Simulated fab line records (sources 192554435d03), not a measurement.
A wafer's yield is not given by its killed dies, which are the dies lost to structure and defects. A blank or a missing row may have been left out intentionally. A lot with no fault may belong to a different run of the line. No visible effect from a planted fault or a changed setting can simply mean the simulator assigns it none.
Split-lot trial / flow n5-finfet / 21 wafers read from 7 lots, route of 1938 steps

ABOUT THE SPLIT
At N5_BEOL_M9_TRENCH_ETCH_37 (etches SiCOH lowk in C4F6/O2, target depth 151.43 nm, time 49 s), the setting source-w was moved away from the recipe's 345 W on 9 of the 21 wafers read, by -17.6% to +15.0%. For the rest of the wafers, this setting stayed at what the recipe calls for.

FROM THE SPLIT TO THE READING: what the file shows between them, 11 steps
- N5_BEOL_M9_ETCH_41: etches SiCN in CH3F/O2, target depth 36.6 nm, time 70.1 s
- N5_BEOL_M9_STRIP_80: strips in N2/H2, time 10 s
- N5_BEOL_M9_OCD_MEAS_38
- N5_BEOL_M9_HM_STRIP_39: strips TiN in peroxide tin strip, target depth 25 nm, time 158 s
- N5_BEOL_M9_SRD_40: time 30 s
- N5_BEOL_M9_ECD_50: material Cu, target thk 318 nm
- N5_BEOL_M9_ANNEAL_51: time 90 s
- N5_BEOL_M9_CMP_52: polishes, stops on SiCOH lowk, t overpolish 7 s, target thk 140 nm
- N5_BEOL_M9_THK_MEAS_53: measures by xrf
- N5_BEOL_M9_PRE_CLEAN_55: time 15 s
- N5_BEOL_M9_DEP_56: deposits SiCN from 3MS/NH3, target thk 15 nm, time 26.5 s

THE READING
At N5_BEOL_M9_RS_MEAS_57, a four-point-probe measurement gives M9_RS in ohm/sq. A value of 0.151 ohm/sq with a standard deviation of 0.0036 ohm/sq is what fault-free wafers of this fab line usually give.

wafer=L075.1; tool, chamber at the split=rie-diel-03, 1; source-w as run, W=345; against the recipe=recipe; M9_RS, ohm/sq=0.156; against lot-mates on the recipe=-
wafer=L075.3; tool, chamber at the split=rie-diel-03, 2; source-w as run, W=284.4; against the recipe=-17.6%; M9_RS, ohm/sq=0.167; against lot-mates on the recipe=+0.011
wafer=L075.4; tool, chamber at the split=rie-diel-03, 0; source-w as run, W=284.4; against the recipe=-17.6%; M9_RS, ohm/sq=0.174; against lot-mates on the recipe=+0.018
wafer=L083.1; tool, chamber at the split=rie-diel-02, 0; source-w as run, W=288.2; against the recipe=-16.5%; M9_RS, ohm/sq=0.158; against lot-mates on the recipe=+0.005
wafer=L083.3; tool, chamber at the split=rie-diel-02, 2; source-w as run, W=288.2; against the recipe=-16.5%; M9_RS, ohm/sq=0.158; against lot-mates on the recipe=+0.005
wafer=L083.4; tool, chamber at the split=rie-diel-02, 3; source-w as run, W=345; against the recipe=recipe; M9_RS, ohm/sq=0.153; against lot-mates on the recipe=-
wafer=L085.1; tool, chamber at the split=rie-diel-02, 0; source-w as run, W=319.6; against the recipe=-7.4%; M9_RS, ohm/sq=0.153; against lot-mates on the recipe=+0.001
wafer=L085.3; tool, chamber at the split=rie-diel-02, 3; source-w as run, W=345; against the recipe=recipe; M9_RS, ohm/sq=0.152; against lot-mates on the recipe=-
wafer=L085.4; tool, chamber at the split=rie-diel-02, 1; source-w as run, W=319.6; against the recipe=-7.4%; M9_RS, ohm/sq=0.158; against lot-mates on the recipe=+0.006
wafer=L088.1; tool, chamber at the split=rie-diel-03, 3; source-w as run, W=345; against the recipe=recipe; M9_RS, ohm/sq=0.150; against lot-mates on the recipe=-
wafer=L088.3; tool, chamber at the split=rie-diel-03, 1; source-w as run, W=345; against the recipe=recipe; M9_RS, ohm/sq=0.156; against lot-mates on the recipe=-
wafer=L088.6; tool, chamber at the split=rie-diel-03, 1; source-w as run, W=286.9; against the recipe=-16.8%; M9_RS, ohm/sq=0.174; against lot-mates on the recipe=+0.021
wafer=L091.1; tool, chamber at the split=rie-diel-03, 3; source-w as run, W=345; against the recipe=recipe; M9_RS, ohm/sq=0.149; against lot-mates on the recipe=-
wafer=L091.4; tool, chamber at the split=rie-diel-03, 2; source-w as run, W=345; against the recipe=recipe; M9_RS, ohm/sq=0.155; against lot-mates on the recipe=-
wafer=L091.5; tool, chamber at the split=rie-diel-03, 0; source-w as run, W=396.8; against the recipe=+15.0%; M9_RS, ohm/sq=0.141; against lot-mates on the recipe=-0.011
wafer=L095.3; tool, chamber at the split=rie-diel-03, 2; source-w as run, W=289.3; against the recipe=-16.1%; M9_RS, ohm/sq=0.169; against lot-mates on the recipe=+0.019
wafer=L095.4; tool, chamber at the split=rie-diel-03, 0; source-w as run, W=345; against the recipe=recipe; M9_RS, ohm/sq=0.152; against lot-mates on the recipe=-
wafer=L095.6; tool, chamber at the split=rie-diel-03, 3; source-w as run, W=345; against the recipe=recipe; M9_RS, ohm/sq=0.148; against lot-mates on the recipe=-
wafer=L096.1; tool, chamber at the split=rie-diel-02, 1; source-w as run, W=345; against the recipe=recipe; M9_RS, ohm/sq=0.148; against lot-mates on the recipe=-
wafer=L096.5; tool, chamber at the split=rie-diel-02, 0; source-w as run, W=345; against the recipe=recipe; M9_RS, ohm/sq=0.144; against lot-mates on the recipe=-
wafer=L096.6; tool, chamber at the split=rie-diel-02, 1; source-w as run, W=345; against the recipe=recipe; M9_RS, ohm/sq=0.144; against lot-mates on the recipe=-

FIT RESULTS
A straight line over all 21 wafers: M9_RS changes by -0.000893 ohm/sq for each +1% of source-w; r = -0.85; the points scatter about the line by 0.005 ohm/sq.
The same after taking each lot's own level away (the mean of its wafers on the recipe; 21 wafers): -0.000767 ohm/sq for each +1%; r = -0.86; scatter 0.0042 ohm/sq.
The reading moves by 0.013 ohm/sq for the largest change in source-w, on that fit.
Measured against the standard deviation above, the lots' own levels, which go from 0.1453 to 0.1560 ohm/sq, span 3.0 times it.
Hence the slope depends on the lot-to-lot level, as the two fits are not the same.
Check: with one of the wafers moved furthest among these (-17.6%) left out of the fit, the line predicts +0.0138 ohm/sq for it against its lot-mates. It came out at +0.011 ohm/sq against them.
Tool readings at the split's step, against how far the setting was moved: rf-vpp-V r = -0.94.

THESE WAFERS: OTHER SPLITS
These wafers also went through other splits before the reading. Each is held against what the fit with the lots' levels taken away leaves over:
other split on the same wafers=N5_BEOL_M8_ILD_DEP_00 temp-c; wafers away from the commonest value=9; r with M9_RS (lot level and that fit taken away)=+0.15
other split on the same wafers=N5_BEOL_M8_CURE_75 time-s; wafers away from the commonest value=6; r with M9_RS (lot level and that fit taken away)=-0.19

THE WHOLE CHAIN: every reading that the file lists as answering this split, in the file's order
step=N5_BEOL_M9_TRENCH_ETCH_37; what it does=etches SiCOH lowk in C4F6/O2, target depth 151.43 nm, time 49 s; reading=rf-vpp-V; change (the file's fit)=-3.32 V for each +1% of the setting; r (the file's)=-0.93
step=N5_BEOL_M9_TRENCH_ETCH_37; what it does=etches SiCOH lowk in C4F6/O2, target depth 151.43 nm, time 49 s; reading=etch.depth-nm (the simulator's own value, which no gauge read); change (the file's fit)=+0.618 nm for each +1% of the setting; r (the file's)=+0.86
step=N5_BEOL_M9_TRENCH_ETCH_37; what it does=etches SiCOH lowk in C4F6/O2, target depth 151.43 nm, time 49 s; reading=BEOL_M9.feature-depth-nm (the simulator's own value, which no gauge read); change (the file's fit)=+0.62 nm for each +1% of the setting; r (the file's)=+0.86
step=N5_BEOL_M9_OCD_MEAS_38; what it does=; reading=trench-depth-nm; change (the file's fit)=+0.636 nm for each +1% of the setting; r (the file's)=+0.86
step=N5_BEOL_M9_CMP_52; what it does=polishes, stops on SiCOH lowk, t overpolish 7 s, target thk 140 nm; reading=Cu_of_BEOL_M9_ECD_50.thk-nm (the simulator's own value, which no gauge read); change (the file's fit)=+0.628 nm for each +1% of the setting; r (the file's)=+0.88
step=N5_BEOL_M9_THK_MEAS_53; what it does=measures by xrf; reading=M9_THK; change (the file's fit)=+0.639 for each +1% of the setting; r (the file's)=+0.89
step=N5_BEOL_M9_RS_MEAS_57; what it does=measures by four-point-probe; reading=M9_RS; change (the file's fit)=-0.000837 for each +1% of the setting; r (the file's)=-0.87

THE FILE'S OWN FIT
M9_RS changes by -0.000837 ohm/sq for each +1% of source-w, r = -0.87.
